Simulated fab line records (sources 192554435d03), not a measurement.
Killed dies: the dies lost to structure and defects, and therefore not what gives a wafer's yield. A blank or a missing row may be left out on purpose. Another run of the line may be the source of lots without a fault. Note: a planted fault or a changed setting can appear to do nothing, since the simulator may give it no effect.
Chamber matching / flow n5-finfet / 3 sister chambers for N5_MOL_CONTACT_COAG_ETCH_15 on rie-diel-06
The step etches SiNx in CH3F/O2, stops on Si:P, target depth 7 nm. 3 wafers are shown with their chamber, then 6 later ones without.

== WAFERS WITH THEIR CHAMBER ==
wafer=L090.1; chamber=3; showerhead-plenum-p-Torr (Torr)=2.06
wafer=L090.3; chamber=1; showerhead-plenum-p-Torr (Torr)=2.13
wafer=L090.4; chamber=2; showerhead-plenum-p-Torr (Torr)=1.98

== WAFERS WITHOUT THEIR CHAMBER ==
wafer=L091.5; showerhead-plenum-p-Torr (Torr)=2.06
wafer=L091.6; showerhead-plenum-p-Torr (Torr)=1.98
wafer=L093.1; showerhead-plenum-p-Torr (Torr)=1.98
wafer=L093.3; showerhead-plenum-p-Torr (Torr)=2.05
wafer=L097.1; showerhead-plenum-p-Torr (Torr)=1.97
wafer=L097.5; showerhead-plenum-p-Torr (Torr)=2.12

== THE CHAMBER EACH PASSED THROUGH ==
wafer=L091.5; from the rows above=3; in truth=3
wafer=L091.6; from the rows above=2; in truth=2
wafer=L093.1; from the rows above=2; in truth=2
wafer=L093.3; from the rows above=3; in truth=3
wafer=L097.1; from the rows above=2; in truth=2
wafer=L097.5; from the rows above=1; in truth=1
Placed correctly: 6 of 6. Number that these rows cannot place: 0. Placed wrongly: 0.
How it was worked out, from the rows above alone: a wafer's distance from a chamber is the root of the sum, over the readings, of the square of ((its reading less the chamber's mean) divided by the reading's scatter). The wafer belongs to the nearest chamber; if the next one is less than 2 further off, it can't be placed. For every chamber, the mean is computed from those of its wafers that are shown. The scatter: with one shown wafer a chamber, the root of the mean of the squares of how far each hidden wafer lies from its nearest shown one.
